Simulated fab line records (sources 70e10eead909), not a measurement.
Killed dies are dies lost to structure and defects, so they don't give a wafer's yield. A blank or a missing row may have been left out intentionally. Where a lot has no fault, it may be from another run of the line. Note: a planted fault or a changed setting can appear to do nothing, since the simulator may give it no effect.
Check for tools in common :: flow nand_harc :: 39 wafers sampled across 13 lots

== THE REASON FOR OPENING IT ==
On 2 of the 13 lots, a flag is raised at NHARC_END_SORT_01 on the reading killed_dies. Wafers without a fault read 58, standard deviation 20.
Rule: a lot is flagged when every wafer of it that has a number lies more than 4 standard deviations from that mean, or none has a number. The rest of the lots are taken to be sound.

lot: L605
measured: day 24 22:46
on: prober-01
killed_dies, wafer by wafer: 51 62 49
flag: 

lot: L607
measured: day 25 11:00
on: prober-01
killed_dies, wafer by wafer: 26 20 29
flag: 

lot: L606
measured: day 25 12:36
on: prober-02
killed_dies, wafer by wafer: 76 90 74
flag: 

lot: L610
measured: day 26 03:20
on: prober-01
killed_dies, wafer by wafer: 89 88 97
flag: 

lot: L611
measured: day 26 09:16
on: prober-02
killed_dies, wafer by wafer: 32 43 33
flag: 

lot: L612
measured: day 27 10:44
on: prober-01
killed_dies, wafer by wafer: 60 53 84
flag: 

lot: L615
measured: day 28 12:35
on: prober-01
killed_dies, wafer by wafer: 268 257 271
flag: FLAGGED

lot: L616
measured: day 28 12:41
on: prober-02
killed_dies, wafer by wafer: 304 295 309
flag: FLAGGED

lot: L618
measured: day 29 17:06
on: prober-01
killed_dies, wafer by wafer: 38 41 29
flag: 

lot: L625
measured: day 32 21:00
on: prober-02
killed_dies, wafer by wafer: 42 58 63
flag: 

lot: L626
measured: day 33 02:50
on: prober-01
killed_dies, wafer by wafer: 59 60 60
flag: 

lot: L627
measured: day 33 21:02
on: prober-01
killed_dies, wafer by wafer: 43 32 55
flag: 

lot: L628
measured: day 33 21:04
on: prober-02
killed_dies, wafer by wafer: 81 85 55
flag: 
The numbers of the flagged lots are 284 on average: +226 against the usual, or +11 standard deviations.

== LOT BY LOT: THE TOOL USED ==
2 process steps preceding the reading are held in the record, out of 1302 steps in the route. Every cell lists first the tool, next ch and the chambers used by the sampled wafers, and last the start.
lot: L605
flag: 
NHARC_A_BLC_STRIP_21: rie_diel-06 ch 0,1,2, day 22 23:04
NHARC_A_BLC_PVD_32: pvd_sputter-02, day 22 23:36

lot: L607
flag: 
NHARC_A_BLC_STRIP_21: rie_diel-06 ch 0,1, day 23 17:42
NHARC_A_BLC_PVD_32: pvd_sputter-01, day 23 18:16

lot: L606
flag: 
NHARC_A_BLC_STRIP_21: rie_diel-06 ch 0,1,3, day 23 19:14
NHARC_A_BLC_PVD_32: pvd_sputter-03, day 23 19:47

lot: L610
flag: 
NHARC_A_BLC_STRIP_21: rie_diel-03 ch 2,3, day 24 09:32
NHARC_A_BLC_PVD_32: pvd_sputter-02, day 24 10:07

lot: L611
flag: 
NHARC_A_BLC_STRIP_21: rie_diel-13 ch 0,2,3, day 24 10:53
NHARC_A_BLC_PVD_32: pvd_sputter-03, day 24 11:25

lot: L612
flag: 
NHARC_A_BLC_STRIP_21: rie_diel-13 ch 0,1,2, day 25 19:08
NHARC_A_BLC_PVD_32: pvd_sputter-01, day 25 19:42

lot: L615
flag: FLAGGED
NHARC_A_BLC_STRIP_21: rie_diel-06 ch 2,3, day 26 19:08
NHARC_A_BLC_PVD_32: pvd_sputter-02, day 26 19:41

lot: L616
flag: FLAGGED
NHARC_A_BLC_STRIP_21: rie_diel-13 ch 0,2,3, day 26 16:32
NHARC_A_BLC_PVD_32: pvd_sputter-02, day 26 17:05

lot: L618
flag: 
NHARC_A_BLC_STRIP_21: rie_diel-06 ch 1,2,3, day 27 21:23
NHARC_A_BLC_PVD_32: pvd_sputter-01, day 27 21:58

lot: L625
flag: 
NHARC_A_BLC_STRIP_21: rie_diel-13 ch 0,2,3, day 30 16:57
NHARC_A_BLC_PVD_32: pvd_sputter-02, day 30 17:29

lot: L626
flag: 
NHARC_A_BLC_STRIP_21: rie_diel-13 ch 1,2,3, day 31 06:49
NHARC_A_BLC_PVD_32: pvd_sputter-03, day 31 07:21

lot: L627
flag: 
NHARC_A_BLC_STRIP_21: rie_diel-03 ch 0,1, day 31 23:11
NHARC_A_BLC_PVD_32: pvd_sputter-02, day 31 23:45

lot: L628
flag: 
NHARC_A_BLC_STRIP_21: rie_diel-06 ch 0,1,3, day 32 01:29
NHARC_A_BLC_PVD_32: pvd_sputter-01, day 32 02:02
What these steps do:
- NHARC_A_BLC_STRIP_21: strips in O2.
- NHARC_A_BLC_PVD_32: deposits Ti, target thk 5 nm, time 17.7 s.
- NHARC_END_SORT_01

== FLAGGED AGAINST TOTAL, ONE TOOL AT A TIME (gauges that did the reading follow at the end) ==
step: NHARC_A_BLC_STRIP_21
tool: rie_diel-03
lots run: 2
flagged: 0
share of the flagged lots: none
sound lots run after its first flagged lot: -

step: NHARC_A_BLC_STRIP_21
tool: rie_diel-06
lots run: 6
flagged: 1
share of the flagged lots: some
sound lots run after its first flagged lot: 2 (L618,L628)

step: NHARC_A_BLC_STRIP_21
tool: rie_diel-13
lots run: 5
flagged: 1
share of the flagged lots: some
sound lots run after its first flagged lot: 2 (L625,L626)

step: NHARC_A_BLC_PVD_32
tool: pvd_sputter-01
lots run: 4
flagged: 0
share of the flagged lots: none
sound lots run after its first flagged lot: -

step: NHARC_A_BLC_PVD_32
tool: pvd_sputter-02
lots run: 6
flagged: 2
share of the flagged lots: all
sound lots run after its first flagged lot: 2 (L625,L627)

step: NHARC_A_BLC_PVD_32
tool: pvd_sputter-03
lots run: 3
flagged: 0
share of the flagged lots: none
sound lots run after its first flagged lot: -

step: NHARC_END_SORT_01
tool: prober-01
lots run: 8
flagged: 1
share of the flagged lots: some
sound lots run after its first flagged lot: 3 (L618,L626,L627)

step: NHARC_END_SORT_01
tool: prober-02
lots run: 5
flagged: 1
share of the flagged lots: some
sound lots run after its first flagged lot: 2 (L625,L628)

== THE TABLE: WHAT IT ALLOWS ==
1 row of the table ran every flagged lot: pvd_sputter-02 at NHARC_A_BLC_PVD_32.
- pvd_sputter-02 at NHARC_A_BLC_PVD_32: 2 of its 6 lots flagged. Lots that were sound ran on it after the first flagged one (L625, L627); a persistent fault on the entire tool would not allow that. On the flagged lots its readings are blank where sound lots have values: cathode_dc_power_W, chamber_pressure_pa, throttle_valve_pct.
None of the table's rows ran every flagged lot and, after the first, no sound lot.

== WHAT HAD BEEN PUT IN BY THE SIMULATOR ==
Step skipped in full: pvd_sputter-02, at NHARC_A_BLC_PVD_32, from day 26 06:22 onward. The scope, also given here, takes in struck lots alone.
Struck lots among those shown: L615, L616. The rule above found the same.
